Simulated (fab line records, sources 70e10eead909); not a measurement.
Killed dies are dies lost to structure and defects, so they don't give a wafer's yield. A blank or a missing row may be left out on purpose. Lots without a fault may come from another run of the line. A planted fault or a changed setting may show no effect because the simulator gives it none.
Chamber matching | flow nand_harc | NHARC_P_M2_CMP_23 on cmp-04: 4 sister chambers
The step polishes, t overpolish 20 s, target thk 144.3 nm. 7 wafers are shown with their chamber, then 9 later ones without.

WAFERS WITH THEIR CHAMBER
wafer  | chamber | time_to_endpoint_s (s) | motor_current_A (A)
L086.4 | 1       | 27                     | 11.7
L089.3 | 2       | 30                     | 12.0
L089.4 | 3       | 29                     | 14.4
L089.5 | 1       | 23                     | 12.2
L090.1 | 2       | 33                     | 12.1
L090.3 | 0       | 36                     | 12.1
L090.4 | 3       | 31                     | 13.9

WAFERS WITHOUT THEIR CHAMBER
wafer  | time_to_endpoint_s (s) | motor_current_A (A)
L091.2 | 25                     | 12.5
L091.3 | 30                     | 13.1
L091.4 | 33                     | 11.5
L095.2 | 32                     | 13.6
L095.4 | 26                     | 11.9
L095.6 | 31                     | 12.6
L096.1 | 36                     | 11.6
L096.3 | 32                     | 12.7
L096.5 | 33                     | 14.5

WHICH CHAMBER EACH WENT THROUGH
wafer  | from the rows above               | in truth
L091.2 | can't be placed: 1 or 2           | 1
L091.3 | can't be placed: 3 or 2 or 0 or 1 | 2
L091.4 | can't be placed: 2 or 0 or 1      | 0
L095.2 | 3                                 | 3
L095.4 | 1                                 | 1
L095.6 | can't be placed: 2 or 0 or 1      | 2
L096.1 | can't be placed: 0 or 2           | 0
L096.3 | can't be placed: 2 or 0 or 1      | 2
L096.5 | 3                                 | 3
Placed correctly: 3 of 9. Can't be placed from these rows: 6 (the true chamber is among the candidates in 6). Placed wrongly: 0.
How it was worked out, from the rows above alone: a wafer's distance from a chamber is the root of the sum, over the readings, of the square of ((its reading less the chamber's mean) divided by the reading's scatter). The wafer belongs to the nearest chamber; if the next one is less than 2 further off, it can't be placed. A chamber's mean is the mean of its shown wafers. The scatter: the root of (the sum of the squares of (reading less its chamber's mean) over the shown wafers, divided by (wafers less chambers)).
